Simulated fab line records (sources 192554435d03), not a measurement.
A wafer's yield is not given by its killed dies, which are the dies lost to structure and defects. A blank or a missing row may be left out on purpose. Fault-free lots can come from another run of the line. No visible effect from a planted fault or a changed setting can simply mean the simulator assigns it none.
Chamber matching	flow n5 finfet	N5_HKMG_FIN_ALD_79 on ald metal-02 has 4 sister chambers
The step deposits TiN, target thk 1.5 nm, pulse time 1 s, purge time 3 s. 8 wafers are shown with their chamber, then 12 later ones without.

== WAFERS PAIRED WITH THEIR CHAMBERS ==
wafer	chamber	heater power w (W)	precursor pulse height rel
L084.5	2	831	0.976
L088.2	3	935	0.981
L088.6	2	861	0.992
L089.1	0	1038	1.001
L089.6	1	1051	0.964
L090.2	1	1065	1.007
L090.3	3	938	0.984
L090.4	0	1051	1.029

== WAFERS WITHOUT THEIR CHAMBER ==
wafer	heater power w (W)	precursor pulse height rel
L091.4	1059	1.020
L091.5	836	0.985
L091.6	944	1.009
L092.1	835	0.993
L092.2	1042	1.029
L092.5	1068	1.024
L096.3	929	0.962
L096.4	1049	1.011
L096.6	915	1.019
L097.3	1044	0.959
L097.4	853	1.006
L097.5	870	0.956

== CHAMBER TAKEN BY EACH ==
wafer	from the rows above	in truth
L091.4	can't be placed: 0 or 1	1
L091.5	2	2
L091.6	3	3
L092.1	2	2
L092.2	can't be placed: 0 or 1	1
L092.5	can't be placed: 0 or 1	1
L096.3	3	3
L096.4	can't be placed: 0 or 1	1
L096.6	3	3
L097.3	can't be placed: 1 or 0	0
L097.4	2	2
L097.5	2	2
7 of 12 placed correctly. Cannot be placed on the basis of these rows: 5; the candidates contain the true chamber in 5. Number placed wrongly: 0.
How it was worked out, from the rows above alone: a wafer's distance from a chamber is the root of the sum, over the readings, of the square of ((its reading less the chamber's mean) divided by the reading's scatter). If the next closest chamber is less than 2 further off than the closest, the wafer can't be placed; otherwise it belongs to the closest. A chamber's mean is the mean of its shown wafers. The scatter: the root of (the sum of the squares of (reading less its chamber's mean) over the shown wafers, divided by (wafers less chambers)).
